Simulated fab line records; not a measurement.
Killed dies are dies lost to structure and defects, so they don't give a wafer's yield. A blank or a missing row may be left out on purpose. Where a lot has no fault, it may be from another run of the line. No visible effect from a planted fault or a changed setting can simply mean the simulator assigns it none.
fab line records	flow n5-finfet	part 1 of 2: steps 1 to 4 of 6
[record] lots = 22	wafers = 66	last-day = 19
route steps=1938 shown BEOL_M7@1297 BEOL_M8@1333
lots untouched by any fault: they come from a run of this same line in which no faults occurred
start-h: the number of hours between the record's first day and the start of the first shown wafer of the lot	wait-h: hours elapsed since this lot's preceding step	" the same as in the row above	L1.1+2: one row covering several wafers at once	- no value, or no start given	* or withheld: withheld	< > ~ a bound
route shown NAME@n: NAME is a module with steps in the file, n the number in the route of the first one	usual: mean and standard deviation over wafers with no fault	same: alike in all rows	chamber/n: place in a boat	sites: readings site by site	_std_site: the standard deviation of these	_edge_site: outer sites' mean less inner sites'	radius-mm: for every site, how far away it sits from the centre of the wafer	mask NAME#n: copy n	behind: tool/chamber where the wafer was last shaped	hold: what put the lot on hold/how long, in hours/how the hold closed	device: whichever transistor did not switch (one of n, p or np)	end of line: the tests these same wafers got at the end of their route	a step given without rows: its recipe and nothing more	killed: dies that structure and defects cost at the first sort, which is not the same as the wafer's yield	map: a wafer's dies, x killed, . not, _ none there
set.NAME: setting as actually run; set.NAME@STEP: the setting as run at that earlier step	model.NAME: the simulator's own value behind a step, which no gauge read
route steps across a sampled set of lots; one table per step, one row per wafer
services: when a tool's chamber went out of use (start-h, in hours from the record's first day, below 0 if earlier), for how many hours, and the reason
[[steps]]
[step N5_BEOL_M7_OVL_MEAS_29]
[recipe] points-per-wafer = 522
[usual] V6_OVL = 0.0/0.71
lot.wafer	tool	chamber	start-h	wait-h	V6_OVL[nm]
L074.1	overlay-01	0	234.88	0.0	0.8
L074.3	"	0	"	"	1.0
L074.6	"	0	"	"	1.4
L076.1	overlay-02	0	249.50	0.0	-1.0
L076.4	"	0	"	"	-1.1
L076.5	"	0	"	"	-0.8
L075.2	overlay-02	0	267.79	0.0	0.5
L075.4	"	0	"	"	-1.1
L075.6	"	0	"	"	-0.3
L078.1	overlay-01	0	271.21	0.0	1.0
L078.3	"	0	"	"	0.0
L078.4	"	0	"	"	-0.5
L079.1	overlay-01	0	275.59	0.0	0.0
L079.4	"	0	"	"	-0.5
L079.6	"	0	"	"	-0.8
L080.1	overlay-02	0	290.12	0.0	0.8
L080.4	"	0	"	"	1.0
L080.6	"	0	"	"	0.5
L081.1	overlay-02	0	297.67	0.0	-0.3
L081.3	"	0	"	"	0.3
L081.4	"	0	"	"	-1.7
L082.3	overlay-02	0	302.92	0.0	0.1
L082.4	"	0	"	"	-0.1
L082.6	"	0	"	"	-0.9
L084.1	overlay-02	0	302.95	0.0	0.1
L084.4	"	0	"	"	-0.1
L084.6	"	0	"	"	0.1
L083.2	overlay-01	0	306.75	0.0	1.0
L083.4	"	0	"	"	1.4
L083.6	"	0	"	"	0.3
L085.2	overlay-01	0	314.66	0.0	-0.8
L085.3	"	0	"	"	0.3
L085.4	"	0	"	"	-1.1
L087.1	overlay-01	0	314.94	0.0	-0.1
L087.2	"	0	"	"	0.7
L087.5	"	0	"	"	0.0
L086.1	overlay-02	0	334.03	0.0	0.2
L086.5	"	0	"	"	0.6
L086.6	"	0	"	"	-0.3
L090.3	overlay-02	0	337.02	0.0	-0.2
L090.4	"	0	"	"	0.3
L090.5	"	0	"	"	0.0
L089.2	overlay-02	0	337.18	0.0	-0.8
L089.3	"	0	"	"	-0.5
L089.6	"	0	"	"	-1.2
L092.1	overlay-01	0	360.18	0.0	-0.2
L092.2	"	0	"	"	0.1
L092.6	"	0	"	"	0.1
L091.1	overlay-01	0	360.84	0.0	0.3
L091.2	"	0	"	"	-0.3
L091.6	"	0	"	"	-0.3
L093.1	overlay-01	0	368.70	0.0	-1.7
L093.4	"	0	"	"	-1.0
L093.6	"	0	"	"	-0.3
L094.1	overlay-02	0	370.83	0.0	0.7
L094.2	"	0	"	"	0.1
L094.5	"	0	"	"	0.2
L095.2	overlay-01	0	371.11	0.0	0.5
L095.5	"	0	"	"	0.7
L095.6	"	0	"	"	-0.3
L096.2	overlay-02	0	374.18	0.0	0.0
L096.4	"	0	"	"	0.0
L096.5	"	0	"	"	-0.7
L097.2	overlay-01	0	382.40	0.0	-0.2
L097.3	"	0	"	"	0.7
L097.6	"	0	"	"	-0.3
[step N5_BEOL_M7_DESCUM_33]
[recipe] chemistry = O2	time-s = 7	source-power-w = 50	bias-power-w = 20	pressure-mtorr = 20	rf-frequency-hz = 2.712e+07	temp-c = 40	resist = CAR-EUV	o2-flow-sccm = 225
[usual] chamber-pressure-mTorr = 20.002/0.018	drypump-motor-current-A = 5.8/0.49	oes-product-au = 0.81/0.08	rf-vpp-V = 243.2/1.6	showerhead-plenum-p-Torr = 2.09/0.084	throttle-valve-pct = 20.5/0.32
lot.wafer	tool	chamber	start-h	wait-h	chamber-pressure-mTorr	drypump-motor-current-A	oes-product-au	rf-hours-counter-h	rf-vpp-V	showerhead-plenum-p-Torr	throttle-valve-pct
L074.1	rie-diel-06	1	235.00	0.1	20.004	6.4	0.73	190	243.0	2.08	20.8
L074.3	"	3	"	"	19.980	6.0	0.69	215	242.0	1.98	20.6
L074.6	"	2	"	"	20.021	6.1	0.90	-	244.6	2.13	20.6
L076.1	rie-diel-05	2	249.76	0.2	19.998	6.0	0.74	161	242.8	2.17	20.8
L076.4	"	3	"	"	19.997	5.1	0.70	224	242.1	2.08	20.3
L076.5	"	2	"	"	20.009	6.0	0.74	-	245.5	2.17	20.8
L075.2	rie-diel-05	2	267.88	0.0	20.021	6.0	0.74	168	245.8	2.17	20.9
L075.4	"	2	"	"	19.962	6.0	0.74	-	244.8	2.17	20.8
L075.6	"	0	"	"	19.989	5.8	0.92	-	242.7	2.04	20.3
L078.1	rie-diel-02	2	271.32	0.1	20.017	5.3	0.78	147	241.5	2.01	20.5
L078.3	"	1	"	"	20.006	6.6	0.85	54	246.5	2.22	20.3
L078.4	"	3	"	"	19.995	5.3	0.86	69	244.0	2.10	20.7
L079.1	rie-diel-06	2	275.68	0.0	19.985	6.1	0.87	44	243.5	2.13	20.6
L079.4	"	1	"	"	20.013	6.4	0.73	-	241.5	2.08	20.8
L079.6	"	0	"	"	20.036	5.2	0.74	-	242.7	1.92	20.7
L080.1	rie-diel-02	0	290.22	0.0	20.001	6.1	0.89	20	244.8	2.12	19.7
L080.4	"	2	"	"	20.020	5.3	0.77	153	241.9	2.01	20.5
L080.6	"	1	"	"	20.037	6.6	0.83	-	245.1	2.22	20.3
L081.1	rie-diel-02	1	297.76	0.0	20.007	6.5	0.83	62	244.9	2.22	20.3
L081.3	"	0	"	"	20.000	6.1	0.89	22	242.3	2.12	19.7
L081.4	"	3	"	"	20.044	5.2	0.85	76	245.1	2.10	20.7
L082.3	rie-diel-02	1	303.00	0.0	20.008	6.6	0.83	64	244.4	2.21	20.3
L082.4	"	0	"	"	20.022	6.1	0.89	24	243.1	2.12	19.7
L082.6	"	3	"	"	19.996	5.2	0.84	-	244.4	2.10	20.7
L084.1	rie-diel-06	0	303.04	0.0	20.011	5.2	0.72	165	241.6	1.91	20.7
L084.4	"	2	"	"	20.002	6.1	0.85	52	244.3	2.12	20.6
L084.6	"	2	"	"	20.001	6.1	0.86	-	243.4	2.12	20.6
L083.2	rie-diel-02	1	306.89	0.1	19.999	6.6	0.83	64	244.1	2.21	20.3
L083.4	"	2	"	"	20.009	5.3	0.77	157	240.8	2.01	20.5
L083.6	"	0	"	"	19.995	6.1	0.89	-	244.2	2.12	19.7
L085.2	rie-diel-06	1	314.75	0.0	19.981	6.5	0.72	215	243.8	2.07	20.8
L085.3	"	2	"	"	20.014	6.1	0.85	56	244.0	2.12	20.6
L085.4	"	3	"	"	19.980	6.0	0.68	237	241.0	1.97	20.7
L087.1	rie-diel-05	0	315.05	0.1	19.984	5.8	0.89	38	243.6	2.04	20.3
L087.2	"	1	"	"	20.005	5.6	0.98	10	243.9	2.14	20.2
L087.5	"	0	"	"	19.971	5.8	0.90	-	243.8	2.04	20.3
L086.1	rie-diel-05	2	334.13	0.0	20.024	6.0	0.72	188	244.1	2.16	20.9
L086.5	"	0	"	"	20.033	5.8	0.88	-	241.4	2.03	20.3
L086.6	"	2	"	"	19.987	6.0	0.72	-	242.9	2.16	20.9
L090.3	rie-diel-02	1	337.10	0.0	20.010	6.6	0.81	73	245.4	2.21	20.4
L090.4	"	3	"	"	19.999	5.2	0.84	86	242.8	2.10	20.7
L090.5	"	0	"	"	20.023	6.1	0.87	-	243.7	2.12	19.7
L089.2	rie-diel-05	2	337.27	0.0	19.995	6.0	0.72	190	243.5	2.16	20.9
L089.3	"	0	"	"	19.965	5.8	0.88	45	242.0	2.03	20.4
L089.6	"	0	"	"	20.012	5.8	0.88	-	243.9	2.03	20.3
L092.1	rie-diel-02	1	360.97	0.7	19.958	6.5	0.79	81	245.2	2.21	20.4
L092.2	"	0	"	"	19.971	6.1	0.87	38	244.1	2.12	19.7
L092.6	"	2	"	"	20.002	5.3	0.75	-	242.4	2.00	20.5
L091.1	rie-diel-02	3	361.46	0.6	19.990	5.2	0.83	94	243.0	2.10	20.7
L091.2	"	0	"	"	19.996	6.1	0.88	38	242.6	2.12	19.7
L091.6	"	3	"	"	20.035	5.2	0.82	-	242.9	2.10	20.7
L093.1	rie-diel-02	0	368.79	0.0	20.002	6.1	0.85	40	243.8	2.12	19.7
L093.4	"	2	"	"	19.997	5.3	0.75	177	242.6	2.00	20.6
L093.6	"	2	"	"	20.026	5.3	0.75	-	242.0	2.00	20.5
L094.1	rie-diel-06	3	370.92	0.0	19.986	6.0	0.98	1	245.6	2.23	20.4
L094.2	"	1	"	"	19.991	6.5	0.71	233	242.2	2.07	20.9
L094.5	"	0	"	"	20.020	5.3	0.71	-	241.2	1.91	20.8
L095.2	rie-diel-05	2	371.20	0.0	19.995	6.0	0.71	200	243.4	2.16	20.9
L095.5	"	1	"	"	20.011	5.6	0.92	-	243.5	2.14	20.2
L095.6	"	2	"	"	20.048	6.0	0.71	-	244.5	2.16	20.9
L096.2	rie-diel-02	0	374.26	0.0	20.015	6.1	0.86	42	243.5	2.12	19.7
L096.4	"	3	"	"	19.990	5.2	0.82	98	242.9	2.09	20.7
L096.5	"	0	"	"	20.008	6.1	0.86	-	244.5	2.11	19.7
L097.2	rie-diel-06	3	382.67	0.2	20.006	6.0	0.96	4	246.7	2.23	20.4
L097.3	"	0	"	"	19.995	5.3	0.71	192	238.7	1.90	20.8
L097.6	"	3	"	"	20.003	6.0	0.97	-	245.3	2.23	20.4
[step N5_BEOL_M7_ETCH_65]
[recipe] chemistry = CF4	target = SiARC	target-depth-a = 156	mask-material = CAR-EUV	time-s = 26	ion-energy-ev = 80	pressure-mtorr = 40	source-w = 545	bias-w = 36	Ar_flow_sccm = 100	cf4-flow-sccm = 100	ends = cleared
[usual] chamber-pressure-mTorr = 40.00/0.036	drypump-motor-current-A = 5.8/0.49	etch-rf-on-time-s = 25.8/0.52	oes-product-au = 0.69/0.068	rf-vpp-V = 184.1/1.3	showerhead-plenum-p-Torr = 2.14/0.081	throttle-valve-pct = 15.6/0.31
lot.wafer	tool	chamber	start-h	wait-h	chamber-pressure-mTorr	drypump-motor-current-A	etch-rf-on-time-s	oes-product-au	rf-hours-counter-h	rf-vpp-V	showerhead-plenum-p-Torr	throttle-valve-pct
L074.1	rie-diel-06	1	235.05	0.0	40.03	6.5	25.5	0.63	190	182.8	2.12	15.9
L074.3	"	3	"	"	40.00	6.0	26.8	0.59	215	184.1	2.05	16.0
L074.6	"	2	"	"	39.94	6.1	26.3	0.76	-	184.2	2.18	15.7
L076.1	rie-diel-05	2	249.82	0.0	40.01	6.0	25.8	0.64	161	185.2	2.22	16.0
L076.4	"	3	"	"	40.05	5.1	26.6	0.59	224	182.1	2.11	15.4
L076.5	"	2	"	"	40.00	5.9	25.6	0.64	-	184.9	2.22	16.0
L075.2	rie-diel-05	2	267.93	0.0	40.01	6.0	25.7	0.63	168	184.3	2.22	16.0
L075.4	"	2	"	"	40.00	6.0	25.7	0.63	-	184.9	2.22	16.0
L075.6	"	0	"	"	40.03	5.8	25.9	0.79	-	184.1	2.11	15.5
L078.1	rie-diel-02	2	271.37	0.0	39.98	5.3	25.9	0.66	147	183.8	2.06	15.6
L078.3	"	1	"	"	40.00	6.6	25.8	0.72	54	185.5	2.25	15.4
L078.4	"	3	"	"	39.98	5.2	25.4	0.74	69	184.0	2.17	15.8
L079.1	rie-diel-06	2	275.73	0.0	40.01	6.1	26.1	0.74	44	184.6	2.17	15.7
L079.4	"	1	"	"	40.01	6.5	25.1	0.64	-	184.8	2.11	16.0
L079.6	"	0	"	"	40.00	5.2	25.3	0.64	-	182.6	1.97	15.9
L080.1	rie-diel-02	0	290.27	0.0	39.97	6.1	25.2	0.78	20	183.8	2.19	15.1
L080.4	"	2	"	"	39.94	5.3	25.7	0.65	153	181.3	2.06	15.7
L080.6	"	1	"	"	39.92	6.6	26.2	0.71	-	184.3	2.25	15.4
L081.1	rie-diel-02	1	297.82	0.0	40.01	6.6	25.8	0.71	62	185.7	2.24	15.4
L081.3	"	0	"	"	40.03	6.2	24.9	0.78	22	183.6	2.19	15.0
L081.4	"	3	"	"	40.01	5.2	25.2	0.73	76	184.3	2.16	15.8
L082.3	rie-diel-02	1	303.05	0.0	39.96	6.5	26.1	0.71	64	185.7	2.24	15.4
L082.4	"	0	"	"	39.97	6.1	25.1	0.77	24	184.6	2.19	15.1
L082.6	"	3	"	"	39.98	5.2	25.6	0.72	-	183.2	2.16	15.8
L084.1	rie-diel-06	0	303.09	0.0	39.98	5.2	25.7	0.64	165	181.0	1.97	15.9
L084.4	"	2	"	"	39.99	6.1	26.7	0.72	52	182.9	2.17	15.7
L084.6	"	2	"	"	40.03	6.1	26.5	0.73	-	185.7	2.17	15.7
L083.2	rie-diel-02	1	306.95	0.0	40.00	6.5	25.6	0.72	64	185.1	2.24	15.4
L083.4	"	2	"	"	40.01	5.3	25.4	0.66	157	182.6	2.05	15.7
L083.6	"	0	"	"	40.03	6.1	25.0	0.77	-	184.4	2.19	15.1
L085.2	rie-diel-06	1	314.80	0.0	40.02	6.4	25.9	0.61	215	184.4	2.11	16.0
L085.3	"	2	"	"	40.02	6.1	26.8	0.72	56	184.7	2.17	15.7
L085.4	"	3	"	"	39.96	6.0	26.8	0.57	237	183.2	2.04	16.0
L087.1	rie-diel-05	0	315.10	0.0	40.07	5.8	26.2	0.75	38	183.2	2.10	15.5
L087.2	"	1	"	"	40.00	5.6	26.6	0.81	10	185.1	2.19	15.2
L087.5	"	0	"	"	39.97	5.8	25.8	0.76	-	183.3	2.10	15.5
L086.1	rie-diel-05	2	334.18	0.0	40.03	6.0	25.5	0.62	188	185.0	2.21	16.1
L086.5	"	0	"	"	40.01	5.8	25.6	0.75	-	183.0	2.10	15.5
L086.6	"	2	"	"	39.98	6.0	25.4	0.62	-	183.8	2.21	16.1
L090.3	rie-diel-02	1	337.16	0.0	39.98	6.5	26.1	0.70	73	186.5	2.24	15.4
L090.4	"	3	"	"	39.96	5.2	25.8	0.72	86	183.6	2.16	15.8
L090.5	"	0	"	"	40.00	6.1	25.1	0.76	-	184.3	2.19	15.1
L089.2	rie-diel-05	2	337.32	0.0	40.01	6.0	25.9	0.62	190	185.9	2.21	16.1
L089.3	"	0	"	"	39.99	5.8	25.9	0.75	45	182.6	2.10	15.5
L089.6	"	0	"	"	39.96	5.9	26.2	0.74	-	183.4	2.10	15.5
L092.1	rie-diel-02	1	361.02	0.0	40.07	6.6	25.7	0.70	81	186.9	2.24	15.4
L092.2	"	0	"	"	40.04	6.1	25.1	0.75	38	184.4	2.19	15.1
L092.6	"	2	"	"	39.95	5.3	25.6	0.65	-	182.4	2.05	15.7
L091.1	rie-diel-02	3	361.51	0.0	39.94	5.2	25.8	0.70	94	185.5	2.16	15.9
L091.2	"	0	"	"	40.02	6.1	25.4	0.75	38	185.2	2.19	15.1
L091.6	"	3	"	"	39.97	5.2	25.7	0.70	-	185.5	2.16	15.9
L093.1	rie-diel-02	0	368.84	0.0	39.96	6.1	24.9	0.75	40	183.9	2.19	15.1
L093.4	"	2	"	"	40.03	5.3	25.3	0.64	177	183.5	2.05	15.7
L093.6	"	2	"	"	39.95	5.3	25.7	0.64	-	183.8	2.05	15.7
L094.1	rie-diel-06	3	370.97	0.0	40.05	6.0	26.2	0.84	1	186.6	2.29	15.6
L094.2	"	1	"	"	40.01	6.5	25.5	0.61	233	183.5	2.10	16.0
L094.5	"	0	"	"	39.99	5.2	25.8	0.62	-	181.1	1.96	15.9
L095.2	rie-diel-05	2	371.25	0.0	39.98	6.0	25.6	0.61	200	186.7	2.21	16.1
L095.5	"	1	"	"	39.99	5.7	26.2	0.78	-	185.3	2.18	15.3
L095.6	"	2	"	"	39.96	6.0	25.4	0.62	-	185.9	2.21	16.1
L096.2	rie-diel-02	0	374.31	0.0	39.93	6.1	25.0	0.75	42	184.5	2.19	15.1
L096.4	"	3	"	"	40.00	5.2	25.8	0.70	98	185.0	2.16	15.9
L096.5	"	0	"	"	39.96	6.1	25.0	0.75	-	183.6	2.19	15.1
L097.2	rie-diel-06	3	382.73	0.0	39.98	6.0	25.9	0.83	4	184.8	2.29	15.6
L097.3	"	0	"	"	39.99	5.2	25.6	0.62	192	182.8	1.96	16.0
L097.6	"	3	"	"	39.99	6.0	25.7	0.84	-	186.2	2.29	15.6
[step N5_BEOL_M7_SPUTTER_48]
[recipe] material = Cu	target-thk-a = 100	temp-c = -20	bias-v = 60	power-w = 26000	chamber-pressure-pa = 0.13	time-s = 1.667
[usual] cathode-dc-power-W = 26000/4.7	throttle-valve-pct = 29.9/1
lot.wafer	tool	chamber	start-h	wait-h	cathode-dc-power-W	throttle-valve-pct
L074.1	pvd-sputter-01	-	238.33	0.1	26005	27.8
L074.3	"	-	"	"	26005	30.0
L074.6	"	-	"	"	26005	30.3
L076.1	pvd-sputter-02	-	251.61	0.1	25996	29.9
L076.4	"	-	"	"	26006	29.8
L076.5	"	-	"	"	25995	31.7
L075.2	pvd-sputter-03	-	269.68	0.2	26001	30.6
L075.4	"	-	"	"	25999	28.6
L075.6	"	-	"	"	26005	28.6
L078.1	pvd-sputter-01	-	273.21	0.1	25991	29.9
L078.3	"	-	"	"	25996	30.9
L078.4	"	-	"	"	26001	27.8
L079.1	pvd-sputter-02	-	277.51	0.1	26002	30.4
L079.4	"	-	"	"	26000	31.8
L079.6	"	-	"	"	25999	31.6
L080.1	pvd-sputter-03	-	292.20	0.1	25999	30.6
L080.4	"	-	"	"	26009	28.6
L080.6	"	-	"	"	26000	30.4
L081.1	pvd-sputter-01	-	300.72	0.3	25994	27.6
L081.3	"	-	"	"	26000	29.9
L081.4	"	-	"	"	26004	29.5
L082.3	pvd-sputter-03	-	304.58	0.1	25998	30.8
L082.4	"	-	"	"	26004	29.3
L082.6	"	-	"	"	25994	29.0
L084.1	pvd-sputter-03	-	305.02	0.1	26002	29.1
L084.4	"	-	"	"	25998	30.6
L084.6	"	-	"	"	25998	30.5
L083.2	pvd-sputter-01	-	308.87	0.2	25995	27.6
L083.4	"	-	"	"	26009	29.7
L083.6	"	-	"	"	25998	29.5
L085.2	pvd-sputter-02	-	316.65	0.1	26001	31.7
L085.3	"	-	"	"	26005	30.1
L085.4	"	-	"	"	25996	30.0
L087.1	pvd-sputter-02	-	317.19	0.1	26002	30.2
L087.2	"	-	"	"	25996	29.7
L087.5	"	-	"	"	26005	30.3
L086.1	pvd-sputter-01	-	335.90	0.2	26002	30.2
L086.5	"	-	"	"	25997	30.9
L086.6	"	-	"	"	26004	27.8
L090.3	pvd-sputter-03	-	339.49	0.1	25996	30.4
L090.4	"	-	"	"	25999	28.5
L090.5	"	-	"	"	25997	30.8
L089.2	pvd-sputter-03	-	339.97	0.2	26003	28.7
L089.3	"	-	"	"	25999	29.5
L089.6	"	-	"	"	25996	30.6
L092.1	pvd-sputter-01	-	363.32	0.2	26006	30.7
L092.2	"	-	"	"	25994	29.8
L092.6	"	-	"	"	25996	31.0
L091.1	pvd-sputter-03	-	363.51	0.2	26000	30.6
L091.2	"	-	"	"	25995	28.4
L091.6	"	-	"	"	26002	30.4
L093.1	pvd-sputter-03	-	370.53	0.2	26001	30.8
L093.4	"	-	"	"	26003	29.3
L093.6	"	-	"	"	25999	29.2
L094.1	pvd-sputter-03	-	374.85	0.1	25991	28.6
L094.2	"	-	"	"	26000	30.7
L094.5	"	-	"	"	25993	30.6
L095.2	pvd-sputter-03	-	374.93	0.1	25998	28.5
L095.5	"	-	"	"	26002	28.4
L095.6	"	-	"	"	26002	29.2
L096.2	pvd-sputter-01	-	375.94	0.1	26003	31.1
L096.4	"	-	"	"	26004	27.6
L096.5	"	-	"	"	25992	29.7
L097.2	pvd-sputter-03	-	385.05	0.1	26003	29.2
L097.3	"	-	"	"	26007	28.4
L097.6	"	-	"	"	26002	28.9
